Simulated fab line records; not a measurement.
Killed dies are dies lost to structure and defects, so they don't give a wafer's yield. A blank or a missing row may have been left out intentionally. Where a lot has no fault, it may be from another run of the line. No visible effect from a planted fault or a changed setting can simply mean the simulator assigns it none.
fab line records	flow nandHarc
[record] lots = 6	wafers = 18	lastDay = 33
route steps=1302 shown A_SLIT@940 A_SIN_REMOVE@947 A_WL_FILL@952 END@1302
lots untouched by any fault: they come from a run of this same line in which no faults occurred
startH: the number of hours between the record's first day and the start of the first shown wafer of the lot	waitH: hours elapsed since this lot's preceding step	" unchanged from the row above	L1.1+2: a row that stands for several wafers	- no value, or no start given	* or withheld: withheld	< > ~ a bound
route shown NAME@n: names a module that has steps shown in the file, with the first one's number in the route	usual: average and standard deviation across the fault-free wafers	same: alike in all rows	chamber/n: place in a boat	sites: readings site by site	_std_site: standard deviation across them	_edge_site: inner sites' mean taken away from outer sites' mean	radiusMm: how far each site lies from the wafer's centre	mask NAME#n: copy n	behind: the tool/chamber that last shaped the wafer	hold: why the lot went on hold/how many hours it stayed there/how the hold came to an end	device: names the non-switching transistor (n, p or np)	end of line: tests run on the same wafers once the route is complete	where a step has no rows: the recipe by itself	killed: count of dies lost to structure and defects at first sort (not the wafer's yield)	map: shows each die of a wafer: x if killed, . if not, _ if none is there
set.NAME: the setting that was run; set.NAME@STEP: the one run at that earlier step	model.NAME: the simulator's own value behind a step, which no gauge read
lots at selected steps of the route; one table per step, one row per wafer
services: when a tool's chamber went out of use (startH, in hours from the record's first day, below 0 if earlier), for how many hours, and the reason
[[steps]]
[step NHARC_A_SLIT_ETCH_26]
[recipe] biasV = 400	sourceW = 2000	pressureMtorr = 25	timeS = 90	arFlowSccm = 375	c4f8FlowSccm = 41.7	o2FlowSccm = 83.3	targetDepthA = 4000	chemistry = C4F8/O2/Ar
[usual] c4f8FlowSccm = 41.69/0.12	drypumpMotorCurrentA = 5.64/0.27	showerheadPlenumPTorr = 3.84/0.14	throttleValvePct = 27.619/0.0095
lot.wafer	tool	chamber	startH	waitH	c4f8FlowSccm	drypumpMotorCurrentA	rfHoursCounterH	showerheadPlenumPTorr	throttleValvePct
L854.1	harEtch-02	1	463.98	3.0	41.83	5.88	42	3.96	27.621
L854.5	"	1	"	"	41.58	5.86	-	3.96	27.608
L854.6	"	0	"	"	41.76	5.83	-	3.96	27.636
L858.2	harEtch-01	0	511.90	3.0	41.47	5.72	290	3.67	27.613
L858.3	"	1	"	"	41.56	5.17	-	3.98	27.631
L858.5	"	1	"	"	41.66	5.17	-	3.98	27.623
L861.1	harEtch-02	1	537.84	3.0	41.73	5.86	84	3.93	27.619
L861.4	"	1	"	"	41.61	5.88	-	3.93	27.601
L861.5	"	0	"	"	41.61	5.85	-	3.93	27.618
L863.3	harEtch-01	0	560.54	1.3	41.74	5.72	-	3.65	27.614
L863.6	"	1	"	"	41.75	5.19	-	3.96	27.625
L863.5	"	0	"	"	41.64	5.73	-	3.65	27.612
L870.1	harEtch-01	0	635.41	2.5	41.67	5.70	359	3.63	27.611
L870.3	"	1	"	"	41.79	5.17	-	3.94	27.610
L870.4	"	0	"	"	41.76	5.72	-	3.63	27.620
L876.2	harEtch-01	1	678.46	3.0	41.58	5.18	367	3.92	27.615
L876.3	"	1	"	"	41.71	5.19	-	3.92	27.620
L876.6	"	0	"	"	41.70	5.71	-	3.62	27.613
[step NHARC_A_SLIT_STRIP_28]
[recipe] o2FlowSccm = 400	cosFlowSccm = 20	arFlowSccm = 0	biasW = 0	chemistry = O2/COS
[step NHARC_A_SLIT_ETCH_29]
[recipe] targetDepthA = 1000	overetchA = 100	timeS = 55	ionEnergyEv = 100	cf4FlowSccm = 80	o2FlowSccm = 20	arFlowSccm = 0	rfW = 300	biasW = 100	chemistry = CF4/O2
[usual] cf4FlowSccm = 80.00/0.25	drypumpMotorCurrentA = 5.7/0.47	oesProductAu = 0.998/0.015	rfVppV = 197.8/1.2	showerheadPlenumPTorr = 1.33/0.041	throttleValvePct = 13.397/0.009
lot.wafer	tool	chamber	startH	waitH	cf4FlowSccm	drypumpMotorCurrentA	oesProductAu	rfHoursCounterH	rfVppV	showerheadPlenumPTorr	throttleValvePct
L854.1	rieDiel-08	1	464.88	0.1	80.15	5.7	0.996	6.0	198.6	1.33	13.389
L854.5	"	0	"	"	79.64	5.8	1.013	-	198.0	1.30	13.397
L854.6	"	1	"	"	80.05	5.6	1.003	-	197.2	1.33	13.396
L858.3	rieDiel-08	3	512.81	0.1	79.47	5.9	0.967	6.6	198.1	1.34	13.396
L858.2	"	0	"	"	80.11	5.7	0.985	7.2	195.9	1.30	13.406
L858.5	"	2	"	"	79.77	5.6	0.980	-	196.3	1.33	13.382
L861.4	rieDiel-03	1	538.72	0.1	79.57	5.0	1.007	4.1	200.7	1.43	13.406
L861.1	"	0	"	"	80.02	4.8	0.988	5.0	197.9	1.39	13.412
L861.5	"	1	"	"	79.92	5.0	0.998	-	200.5	1.43	13.384
L863.3	rieDiel-03	2	561.34	0.1	80.12	6.3	1.003	5.8	197.7	1.30	13.396
L863.6	"	0	"	"	80.04	4.7	0.989	-	198.6	1.39	13.405
L863.5	"	1	"	"	80.25	5.0	1.001	-	199.9	1.43	13.399
L870.4	rieDiel-08	0	636.27	0.1	79.80	5.8	0.988	5.1	198.6	1.30	13.416
L870.1	"	1	"	"	80.05	5.7	0.994	6.6	197.0	1.33	13.373
L870.3	"	3	"	"	79.17	5.9	0.970	6.7	199.1	1.33	13.403
L876.3	rieDiel-05	0	679.34	0.1	79.89	5.5	0.972	6.6	196.3	1.27	13.391
L876.2	"	1	"	"	80.35	6.4	0.978	7.0	198.6	1.34	13.408
L876.6	"	0	"	"	79.73	5.5	0.978	-	195.8	1.27	13.393
[step NHARC_A_SLIT_STRIP_18]
[recipe] o2FlowSccm = 500	arFlowSccm = 0	biasW = 0	chemistry = O2
[usual] drypumpMotorCurrentA = 5.7/0.48	oesProductAu = 0.998/0.015	rfVppV = 57.7/0.82	showerheadPlenumPTorr = 3.53/0.1	throttleValvePct = 17.035/0.0096
lot.wafer	tool	chamber	startH	waitH	drypumpMotorCurrentA	oesProductAu	rfHoursCounterH	rfVppV	showerheadPlenumPTorr	throttleValvePct
L854.1	rieDiel-08	0	-	-	5.8	0.998	4.8	56.6	3.45	17.015
L854.5	"	0	"	"	5.8	1.005	-	56.4	3.45	17.049
L854.6	"	1	"	"	5.7	0.998	-	56.8	3.51	17.024
L858.3	rieDiel-08	0	-	-	5.8	0.993	7.2	56.9	3.44	17.035
L858.2	"	1	"	"	5.7	0.986	8.8	57.4	3.51	17.055
L858.5	"	3	"	"	5.9	0.970	-	58.7	3.53	17.034
L861.1	rieDiel-03	2	-	-	6.3	0.995	4.4	58.5	3.44	17.051
L861.4	"	1	"	"	5.0	1.010	4.1	59.0	3.78	17.043
L861.5	"	2	"	"	6.3	1.017	-	57.7	3.44	17.027
L863.3	rieDiel-03	1	-	-	5.0	0.999	5.2	58.0	3.78	17.037
L863.5	"	0	"	"	4.8	0.999	-	57.7	3.66	17.051
L863.6	"	1	"	"	5.0	0.998	-	58.1	3.78	17.027
L870.1	rieDiel-08	1	-	-	5.7	1.004	6.6	57.0	3.50	17.032
L870.4	"	2	"	"	5.6	0.995	7.4	58.1	3.51	17.040
L870.3	"	3	"	"	5.9	0.984	6.7	57.2	3.53	17.046
L876.3	rieDiel-05	2	-	-	5.7	1.014	7.0	57.8	3.47	17.043
L876.2	"	3	"	"	5.3	1.009	7.8	58.7	3.49	17.040
L876.6	"	2	"	"	5.7	1.016	-	56.4	3.47	17.030
[step NHARC_A_SLIT_PRECLEAN_19]
[recipe] timeS = *	tempC = 50	bathAgeMin = 0	chemistry = SC1
[step NHARC_A_SLIT_SRD_20]
[step NHARC_A_SLIT_CD_MEAS_21]
[usual] cdNm = 289.4/1
lot.wafer	tool	chamber	startH	waitH	cdNm
L854.1	cdSem-02	-	465.40	-	289.2
L854.5	"	-	"	"	289.0
L854.6	"	-	"	"	289.7
L858.2	cdSem-03	-	513.35	-	289.3
L858.3	"	-	"	"	289.8
L858.5	"	-	"	"	290.3
L861.1	cdSem-02	-	539.25	-	288.6
L861.4	"	-	"	"	288.1
L861.5	"	-	"	"	289.8
L863.3	cdSem-03	-	561.87	-	287.8
L863.5	"	-	"	"	289.9
L863.6	"	-	"	"	288.4
L870.1	cdSem-03	-	636.84	0.1	287.0
L870.3	"	-	"	"	287.9
L870.4	"	-	"	"	287.0
L876.2	cdSem-02	-	679.88	-	289.3
L876.3	"	-	"	"	287.7
L876.6	"	-	"	"	288.2
[step NHARC_A_SIN_REMOVE_WET_00]
[recipe] tempC = 160	timeS = 15300	chemistry = H3PO4
[step NHARC_A_SIN_REMOVE_PRECLEAN_01]
[recipe] timeS = *	tempC = 50	bathAgeMin = 0	chemistry = SC1
[step NHARC_A_SIN_REMOVE_SRD_02]
[step NHARC_A_SIN_REMOVE_INSPECT_04]
[usual] rawDefectCount = 371/87
lot.wafer	tool	chamber	startH	waitH	rawDefectCount
L854.1	defectInspect-01	-	471.98	0.0	327
L854.5	"	-	"	"	321
L854.6	"	-	"	"	273
L858.2	defectInspect-01	-	520.00	0.0	471
L858.3	"	-	"	"	424
L858.5	"	-	"	"	394
L861.1	defectInspect-02	-	544.50	0.0	344
L861.4	"	-	"	"	308
L861.5	"	-	"	"	283
L863.3	defectInspect-02	-	568.48	0.0	453
L863.5	"	-	"	"	505
L863.6	"	-	"	"	476
L870.1	defectInspect-02	-	643.40	0.0	442
L870.3	"	-	"	"	338
L870.4	"	-	"	"	353
L876.2	defectInspect-01	-	686.49	0.0	356
L876.3	"	-	"	"	346
L876.6	"	-	"	"	367
[step NHARC_A_WL_FILL_ALD_00]
[recipe] targetThkA = 30	pulseTimeS = 3	aldCycles = 30	tempC = 300	material = Al2O3
[usual] aldCycles = 30/0	heaterPowerW = 484/57	precursorPulseHeightRel = 0.999/0.018
lot.wafer	tool	chamber	startH	waitH	aldCycles	heaterPowerW	precursorPulseHeightRel
L854.1	aldHk-02	1	472.04	0.1	30	425	1.015
L854.6	"	1	"	"	30	429	0.987
L854.5	"	2	"	"	30	462	0.995
L858.3	aldHk-01	3	520.10	0.1	30	461	0.984
L858.2	"	0	"	"	30	461	1.023
L858.5	"	2	"	"	30	578	1.030
L861.1	aldHk-01	3	544.57	0.1	40	462	0.960
L861.4	"	2	"	"	30	564	0.988
L861.5	"	0	"	"	30	460	1.023
L863.3	aldHk-01	0	568.58	0.1	30	466	1.013
L863.5	"	3	"	"	30	455	0.994
L863.6	"	0	"	"	40	465	1.015
L870.3	aldHk-01	0	643.46	0.1	30	465	1.001
L870.4	"	1	"	"	30	573	0.987
L870.1	"	3	"	"	30	460	1.013
L876.2	aldHk-03	0	686.58	0.1	30	461	0.999
L876.3	"	1	"	"	30	524	1.007
L876.6	"	3	"	"	30	469	0.998
[step NHARC_A_WL_FILL_RTA_01]
[recipe] tempC = 1000	timeS = 5
[usual] lampPowerPct = 32.7/1.5	wafer_temp_C_max = 1003.9/1.1
lot.wafer	tool	chamber	startH	waitH	lampPowerPct	wafer_temp_C_max
L854.1	rtpAnneal-02	0	472.30	-	34.4	1003.5
L854.5	"	0	"	"	34.4	1003.7
L854.6	"	0	"	"	34.4	1003.6
L858.2	rtpAnneal-01	0	520.37	-	31.4	1004.8
L858.3	"	0	"	"	31.5	1006.4
L858.5	"	0	"	"	31.4	1003.6
L861.1	rtpAnneal-01	0	544.98	-	31.5	1004.9
L861.4	"	0	"	"	31.4	1005.1
L861.5	"	0	"	"	31.5	1007.2
L863.3	rtpAnneal-01	0	568.87	-	31.4	1002.9
L863.5	"	0	"	"	31.4	1004.8
L863.6	"	0	"	"	31.4	1004.3
L870.1	rtpAnneal-02	0	643.85	-	34.5	1002.1
L870.3	"	0	"	"	34.4	1003.7
L870.4	"	0	"	"	34.5	1002.1
L876.2	rtpAnneal-02	0	686.84	-	34.4	1004.1
L876.3	"	0	"	"	34.4	1003.6
L876.6	"	0	"	"	34.4	1003.6
[step NHARC_END_SORT_01]
[recipe] tempC = 25
[usual] killedAtArray = 56/20	killedAtOther = 0.9/1.1	killedAtPeriphery = 3.7/3	killedDies = 61/21	killedOpen = 2.9/1.6	killedShort = 2.6/1.4
[same] grossDies = 677
lot.wafer	tool	chamber	startH	waitH	killedAtArray	killedAtOther	killedAtPeriphery	killedDies	killedOpen	killedShort
L854.1	prober-02	0	573.55	2.5	29	1	5	35	1	2
L854.5	prober-02	0	576.74	3.7	34	1	6	41	3	4
L854.6	prober-02	0	577.54	4.0	38	0	3	41	3	4
L858.2	prober-01	0	615.73	2.8	54	0	1	55	3	1
L858.3	prober-01	0	616.52	3.1	49	0	1	50	3	5
L858.5	prober-01	0	618.09	3.7	46	1	0	47	3	1
L863.3	prober-02	0	670.47	3.1	88	1	6	95	4	2
L863.5	prober-02	0	672.06	3.7	77	2	7	86	1	2
L863.6	prober-02	0	672.86	4.0	95	0	6	101	5	2
// killed by level:class
L854.1 A_CHANNEL_HOLE_D2:chamberFilmFlake=11 A_STAIRCASE:chamberFilmFlake=8 A_CONTACT:chamberFilmFlake=4 P_ZERO_WELL:chamberFilmFlake=2 A_CHANNEL_FILL_D1:geometricParticle:short=1 A_ONON_D2:geometricParticle:short=1 A_M0:geometricParticle:open=1 P_STI:chamberFilmFlake=1
L854.5 A_CHANNEL_HOLE_D2:chamberFilmFlake=10 A_STAIRCASE:chamberFilmFlake=6 A_CONTACT:chamberFilmFlake=4 A_CHANNEL_HOLE_D1:geometricParticle:short=2 P_ZERO_WELL:chamberFilmFlake=2 A_ZERO_WELL:chamberFilmFlake=2 A_CHANNEL_HOLE_D1:chamberFilmFlake=2 A_CHANNEL_FILL_D1:chamberFilmFlake=2
L854.6 A_CHANNEL_HOLE_D2:chamberFilmFlake=15 A_STAIRCASE:chamberFilmFlake=7 A_CHANNEL_HOLE_D1:chamberFilmFlake=3 A_CONTACT:chamberFilmFlake=3 A_CHANNEL_FILL_D1:geometricParticle:short=2 A_M0:geometricParticle:open=2 A_CHANNEL_HOLE_D1:geometricParticle:open=1 A_DECK1_JOINT:geometricParticle:short=1
L858.2 A_SLIT:chamberFilmFlake=31 A_CHANNEL_HOLE_D2:chamberFilmFlake=6 A_CONTACT:chamberFilmFlake=6 A_CHANNEL_HOLE_D1:chamberFilmFlake=3 A_ZERO_WELL:chamberFilmFlake=2 A_ONON_D1:geometricParticle:open=1 A_DECK1_JOINT:geometricParticle:short=1 A_ONON_D2:geometricParticle:open=1
L858.3 A_SLIT:chamberFilmFlake=24 A_CHANNEL_HOLE_D2:chamberFilmFlake=8 A_CHANNEL_HOLE_D1:chamberFilmFlake=4 A_ZERO_WELL:chamberFilmFlake=3 A_CHANNEL_FILL_D2:geometricParticle:open=2 A_WL_FILL:geometricParticle:short=2 P_M0:geometricParticle:open=1 A_CHANNEL_FILL_D1:geometricParticle:short=1
L858.5 A_SLIT:chamberFilmFlake=27 A_CHANNEL_HOLE_D2:chamberFilmFlake=9 A_CHANNEL_HOLE_D1:chamberFilmFlake=2 A_CONTACT:chamberFilmFlake=2 A_CHANNEL_FILL_D1:geometricParticle:open=1 A_ONON_D2:geometricParticle:open=1 A_CHANNEL_FILL_D2:geometricParticle:open=1 A_M0:geometricParticle:short=1
L863.3 A_CHANNEL_HOLE_D1:chamberFilmFlake=32 A_SLIT:chamberFilmFlake=26 A_CHANNEL_HOLE_D2:chamberFilmFlake=13 A_CONTACT:chamberFilmFlake=5 P_GATE:chamberFilmFlake=3 A_STAIRCASE:chamberFilmFlake=3 A_BONDPAD:chamberFilmFlake=2 P_M1:geometricParticle:open=1
L863.5 A_SLIT:chamberFilmFlake=31 A_CHANNEL_HOLE_D1:chamberFilmFlake=17 A_CHANNEL_HOLE_D2:chamberFilmFlake=16 P_GATE:chamberFilmFlake=4 A_STAIRCASE:chamberFilmFlake=4 A_CONTACT:chamberFilmFlake=4 A_BONDPAD:chamberFilmFlake=3 THIN_TSV:chamberFilmFlake=2
L863.6 A_CHANNEL_HOLE_D1:chamberFilmFlake=34 A_SLIT:chamberFilmFlake=33 A_CHANNEL_HOLE_D2:chamberFilmFlake=15 A_CONTACT:chamberFilmFlake=6 P_GATE:geometricParticle:open=2 A_STAIRCASE:chamberFilmFlake=2 A_BONDPAD:chamberFilmFlake=2 P_CONTACT:geometricParticle:short=1
[[services]]
tool	chamber	startH	hours	kind
rieDiel-08	1	446.20	4.5	repair
rieDiel-08	0	450.60	-	clean
rieDiel-08	2	450.60	-	clean
rieDiel-08	3	450.60	-	clean
rieDiel-03	-	458.97	9.0	pm
aldHk-03	-	461.51	1.3	repair
rieDiel-05	3	462.43	7.1	repair
aldHk-03	-	472.12	0.8	repair
rieDiel-03	-	473.33	0.1	repair
rieDiel-08	0	475.10	-	clean
aldHk-01	-	477.95	10.0	pm
rieDiel-05	3	478.78	3.0	repair
rieDiel-03	1	490.30	8.7	repair
aldHk-02	-	528.24	10.0	pm
rieDiel-08	-	545.10	9.0	pm
rieDiel-03	0	577.29	3.9	repair
rieDiel-05	-	584.60	9.0	pm
rieDiel-03	-	585.32	76.0	repair
harEtch-01	-	604.68	3.2	repair
aldHk-01	-	606.44	1.9	repair
rieDiel-05	0	644.50	4.6	repair
aldHk-01	-	656.35	10.0	pm
rieDiel-03	-	661.32	9.0	pm
harEtch-01	-	662.57	0.5	repair
[[key]]
[firstSign] step = NHARC_A_WL_FILL_ALD_00	reading = aldCycles	direction = up	sigmas = 99+	usual = 30	struck = 40
effect none on later readings
metAt NHARC_A_WL_FILL_ALD_00
struckWafers L861.1,L863.6
testerLeftOut L861,L863
onsetBetween 520.10 544.57
[fault] kind = processParameterDrift	tool = aldHk-01	chamber = -	onsetH = 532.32	steps = NHARC_A_WL_FILL_ALD_00	channel = aldCycles	offset = 10	shape = step	endH = 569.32	scope = struckWafersOnly	actsIn = theseRecipesOnly	stated = 30
// testerLeftOut: of these lots the tester's yield and bins aren't shown, on N5 and GAA mostly nor the transistor test; their killed dies are dies lost to structure and defects alone, not to doping, threshold or leakage, so they don't give the yield
